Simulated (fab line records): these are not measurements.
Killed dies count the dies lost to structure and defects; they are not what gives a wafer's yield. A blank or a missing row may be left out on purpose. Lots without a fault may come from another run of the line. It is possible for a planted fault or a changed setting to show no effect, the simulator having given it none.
Split-lot experiment + flow n5_finfet + route with 1938 steps; 7 lots, 21 wafers read

ABOUT THE SPLIT
At N5_BEOL_M2_COAT_76 (time 60 s, resist thk 5 nm), the setting spin_rpm was moved away from the recipe's 1500 rpm on 7 of the 21 wafers read, by -7.6% to +11.3%. All remaining wafers had this setting at the recipe value.

THE PATH FROM SPLIT TO READING: the file shows 1 step between them
- N5_BEOL_M2_DESCUM_33: chemistry O2, time 7 s (also split here: time_s)

THE READING
etch.depth_nm (the simulator's own value, which no gauge read), in nm, at N5_BEOL_M2_ETCH_77 (etches underlayer in N2/H2, target depth 6.5 nm, time 5.2 s). There is no usual value for it anywhere in the file. The 14 wafers here that ran the recipe average 4.996 nm, standard deviation 0.016 nm.

| wafer  | tool, chamber at the split | spin_rpm as run, rpm | against the recipe | etch.depth_nm, nm | against lot-mates on the recipe |
|--------|----------------------------|----------------------|--------------------|-------------------|---------------------------------|
| L075.2 | litho_track-01, 0          | 1589                 | +5.9%              | 4.864             | -0.123                          |
| L075.3 | litho_track-01, 0          | 1589                 | +5.9%              | 4.854             | -0.133                          |
| L075.5 | litho_track-01, 0          | 1500                 | recipe             | 4.987             | -                               |
| L080.1 | litho_track-01, 0          | 1500                 | recipe             | 4.995             | -                               |
| L080.3 | litho_track-01, 0          | 1500                 | recipe             | 4.993             | -                               |
| L080.5 | litho_track-01, 0          | 1500                 | recipe             | 4.979             | -                               |
| L084.1 | litho_track-01, 0          | 1500                 | recipe             | 4.983             | -                               |
| L084.4 | litho_track-01, 0          | 1386                 | -7.6%              | 5.201             | +0.218                          |
| L084.5 | litho_track-01, 0          | 1386                 | -7.6%              | 5.195             | +0.212                          |
| L091.1 | litho_track-04, 0          | 1500                 | recipe             | 5.02              | -                               |
| L091.3 | litho_track-04, 0          | 1500                 | recipe             | 4.999             | -                               |
| L091.5 | litho_track-04, 0          | 1500                 | recipe             | 5.016             | -                               |
| L095.2 | litho_track-01, 0          | 1500                 | recipe             | 5.008             | -                               |
| L095.3 | litho_track-01, 0          | 1500                 | recipe             | 5.013             | -                               |
| L095.4 | litho_track-01, 0          | 1500                 | recipe             | 5.004             | -                               |
| L096.1 | litho_track-04, 0          | 1500                 | recipe             | 4.961             | -                               |
| L096.4 | litho_track-04, 0          | 1669                 | +11.3%             | 4.734             | -0.236                          |
| L096.5 | litho_track-04, 0          | 1500                 | recipe             | 4.979             | -                               |
| L097.1 | litho_track-02, 0          | 1608                 | +7.2%              | 4.852             | -0.160                          |
| L097.2 | litho_track-02, 0          | 1608                 | +7.2%              | 4.839             | -0.173                          |
| L097.6 | litho_track-02, 0          | 1500                 | recipe             | 5.012             | -                               |

THE FIT
A straight line over all 21 wafers: etch.depth_nm changes by -0.0238 nm for each +1% of spin_rpm; r = -0.99; the points scatter about the line by 0.017 nm.
The same after taking each lot's own level away (the mean of its wafers on the recipe; 21 wafers): -0.024 nm for each +1%; r = -0.99; scatter 0.014 nm.
The reading moves by 0.27 nm for the largest change in spin_rpm, on that fit.
Measured against the standard deviation above, the lots' own levels, which go from 4.9700 to 5.0120 nm, span 2.5 times it.
So the lot-to-lot level changes the slope little: the two slopes agree.
Check: -0.276 nm against its lot-mates is what the line predicts for one of the wafers moved furthest among these (+11.3%) when that wafer is left out of the fit. Against them it came out at -0.236 nm.

THE OTHER SPLITS THESE WAFERS WENT THROUGH
Note: prior to the reading, these wafers also went through further splits. Each is held against what the fit with the lots' levels taken away leaves over:
| other split on the same wafers              | wafers away from the commonest value | r with etch.depth_nm (lot level and that fit taken away) |
|---------------------------------------------|--------------------------------------|----------------------------------------------------------|
| N5_MOL_CONTACT_COAG_EXPOSE_81 dose_mj       | 4                                    | -0.25                                                    |
| N5_MOL_CONTACT_COAG_CVD_140 target_thk_a    | 6                                    | -0.15                                                    |
| N5_BEOL_M0_SAQP_HM_DEP_02 target_thk_a      | 9                                    | -0.33                                                    |
| N5_BEOL_M0_SAQP_ETCH_107 bias_w             | 6                                    | -0.11                                                    |
| N5_BEOL_M0_SAQP_SPACER2_ALD_26 target_thk_a | 6                                    | +0.24                                                    |
| N5_BEOL_M0_CUTY_COAT_51 spin_rpm            | 8                                    | +0.06                                                    |
| N5_BEOL_M0_CUTY_DESCUM_61 time_s            | 5                                    | -0.14                                                    |
| N5_BEOL_M2_DESCUM_33 time_s                 | 7                                    | +0.07                                                    |

FILE'S OWN FIT
etch.depth_nm changes by -0.023 nm for each +1% of spin_rpm, r = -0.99.
